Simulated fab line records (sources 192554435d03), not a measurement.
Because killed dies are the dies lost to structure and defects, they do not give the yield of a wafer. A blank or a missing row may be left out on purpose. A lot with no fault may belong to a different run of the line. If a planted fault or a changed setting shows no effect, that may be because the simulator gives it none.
What tool caused it? :: flow n5-finfet :: 10 lots, 28 wafers sampled, at 1 step of a route of 1938

WHAT EACH GAUGE READ, for each wafer
N5_HKMG_FIN_INSPECT_14: inspects for defects (macro).
lot: L389
measured: day 5 03:47
on: defect-inspect-02
raw-defect-count: 3 2

lot: L390
measured: day 5 14:27
on: defect-inspect-02
raw-defect-count: 1 2 1

lot: L391
measured: day 5 14:40
on: defect-inspect-02
raw-defect-count: 2 3

lot: L393
measured: day 6 03:56
on: defect-inspect-01
raw-defect-count: 1 3 1

lot: L394
measured: day 6 10:15
on: defect-inspect-01
raw-defect-count: 0 1 0

lot: L395
measured: day 6 20:05
on: defect-inspect-02
raw-defect-count: 4 0 2

lot: L403
measured: day 8 19:27
on: defect-inspect-01
raw-defect-count: 2 4 4

lot: L404
measured: day 8 22:12
on: defect-inspect-01
raw-defect-count: 3 5 2

lot: L405
measured: day 9 06:26
on: defect-inspect-02
raw-defect-count: 1 2 1

lot: L408
measured: day 9 22:01
on: defect-inspect-01
raw-defect-count: 2 1 1

WHAT TOOL EACH LOT RAN ON (gives the tool, then ch and the chambers of the sampled wafers, and finally the start)
The record shows no process step preceding these readings.

THE ANSWER, worked out from the rows above alone
Rule: what is usual is taken from the lots themselves. The widest of any qualifying gaps counts: lots, ordered by their means at a reading, are off when they make up no more than a third of the lots, leave a main group of 4 or more, and stand apart from it by 3 or more times the standard deviation of that group's means. If all means in a main group match to the digits the tables above print for the reading, that group is not used. Also off: a lot with no number at a reading for which 4 or more lots have one. Where the step has rows for the other lots, those lots are counted as sound.
Across all readings shown, no lot is off: no conclusion can be drawn from this.

WHAT WAS PUT IN BY THE SIMULATOR
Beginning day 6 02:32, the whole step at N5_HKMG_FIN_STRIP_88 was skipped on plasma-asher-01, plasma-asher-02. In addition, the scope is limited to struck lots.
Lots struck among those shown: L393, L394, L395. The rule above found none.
